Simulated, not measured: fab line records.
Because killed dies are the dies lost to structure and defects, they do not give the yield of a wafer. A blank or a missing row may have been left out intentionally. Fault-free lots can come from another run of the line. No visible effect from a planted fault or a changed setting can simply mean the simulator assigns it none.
2 desks, one fault || flow nandHarc || each desk has only its own numbers; what lay behind them comes last

## METROLOGY DESK
Means of the sampled wafers that have a number, per lot and without regard to the tool the lot ran on: this is what the gauges read. If a lot's mean is further than 4 standard deviations from the usual mean, the lot is out of limits and carries the mark OUT (the distance appears in the brackets).
Columns: A = cdNm at NHARC_A_BONDPAD_CD_MEAS_09, usual 500.0 nm
{"lot": "L350", "first seen here": "day 23 17:19", "A": 497.7}
{"lot": "L351", "first seen here": "day 24 00:09", "A": 503.6}
{"lot": "L353", "first seen here": "day 24 17:09", "A": 500.3}
{"lot": "L355", "first seen here": "day 24 23:15", "A": 501.3}
{"lot": "L358", "first seen here": "day 25 13:16", "A": 500.2}
{"lot": "L356", "first seen here": "day 25 16:26", "A": 499.4}
{"lot": "L357", "first seen here": "day 25 17:46", "A": 501.4}
{"lot": "L359", "first seen here": "day 27 02:29", "A": 500.9}
{"lot": "L364", "first seen here": "day 29 14:26", "A": 500.6}
{"lot": "L367", "first seen here": "day 31 06:06", "A": 500.2}
{"lot": "L368", "first seen here": "day 31 07:57", "A": 499.7}
{"lot": "L369", "first seen here": "day 31 14:50", "A": 500.2}
{"lot": "L373", "first seen here": "day 32 11:48", "A": 498.9}
This desk found nothing out of limits on any of the 13 lots.

## TOOL OWNER'S DESK, pecvd-03
The tool's own readings at NHARC_A_SLIT_DEP_23 (deposits SiON, target thk 100 nm): means of the sampled wafers that have a number, for each lot that ran on this tool. If a lot's mean is further than 4 standard deviations from the usual mean, the lot is out of limits and carries the mark OUT (the distance appears in the brackets).
Columns: A = heaterPowerW at NHARC_A_SLIT_DEP_23, usual 737 W
{"lot": "L350", "first seen here": "day 20 10:28", "A": 638}
{"lot": "L351", "first seen here": "day 20 10:46", "A": 635}
{"lot": "L364", "first seen here": "day 26 03:53", "A": 666}
{"lot": "L367", "first seen here": "day 27 19:14", "A": 665}
{"lot": "L369", "first seen here": "day 28 01:41", "A": 667}
This desk found nothing out of limits on any of the 5 lots.

## PUT TOGETHER
The metrology desk saw nothing out of limits.
The tool owner's desk saw nothing out of limits.

## WHAT HAD BEEN PUT IN BY THE SIMULATOR
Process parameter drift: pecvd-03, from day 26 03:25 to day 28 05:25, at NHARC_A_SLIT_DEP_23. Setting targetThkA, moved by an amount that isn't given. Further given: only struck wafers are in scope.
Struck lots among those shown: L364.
